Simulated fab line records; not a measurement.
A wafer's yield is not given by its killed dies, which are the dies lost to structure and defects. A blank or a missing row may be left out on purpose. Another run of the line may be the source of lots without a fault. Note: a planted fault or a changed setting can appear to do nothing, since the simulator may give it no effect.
Chamber matching | flow n5-finfet | 3 sister chambers for N5_BEOL_M4_PRE_CLEAN_60 on cvd-co-01
The step time 15 s. 6 wafers are shown with their chamber, then 12 later ones without.

## EACH WAFER AND ITS CHAMBER
wafer  | chamber | heater-power-w (W)
L083.1 | 1       | 90
L083.2 | 2       | 93
L083.4 | 0       | 98
L087.3 | 2       | 91
L087.5 | 1       | 91
L087.6 | 0       | 99

## WAFERS WITH NO CHAMBER GIVEN
wafer  | heater-power-w (W)
L086.2 | 93
L086.4 | 95
L086.6 | 89
L089.3 | 90
L089.4 | 90
L089.6 | 98
L090.1 | 94
L090.2 | 92
L090.3 | 97
L090.4 | 92
L090.5 | 90
L090.6 | 100

## WHICH CHAMBER EACH ONE RAN IN
wafer  | from the rows above          | in truth
L086.2 | can't be placed: 2 or 1      | 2
L086.4 | can't be placed: 2 or 0 or 1 | 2
L086.6 | can't be placed: 1 or 2      | 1
L089.3 | can't be placed: 1 or 2      | 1
L089.4 | can't be placed: 1 or 2      | 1
L089.6 | 0                            | 0
L090.1 | can't be placed: 2 or 1      | 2
L090.2 | can't be placed: 2 or 1      | 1
L090.3 | 0                            | 0
L090.4 | can't be placed: 2 or 1      | 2
L090.5 | can't be placed: 1 or 2      | 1
L090.6 | 0                            | 0
3 of 12 placed correctly. Unplaceable from these rows: 9, with the true chamber sitting among the candidates in 9. Number placed wrongly: 0.
How it was worked out, from the rows above alone: a wafer's distance from a chamber is the root of the sum, over the readings, of the square of ((its reading less the chamber's mean) divided by the reading's scatter). The wafer belongs to the nearest chamber; if the next one is less than 2 further off, it can't be placed. For every chamber, the mean is computed from those of its wafers that are shown. The scatter: the root of (the sum of the squares of (reading less its chamber's mean) over the shown wafers, divided by (wafers less chambers)).
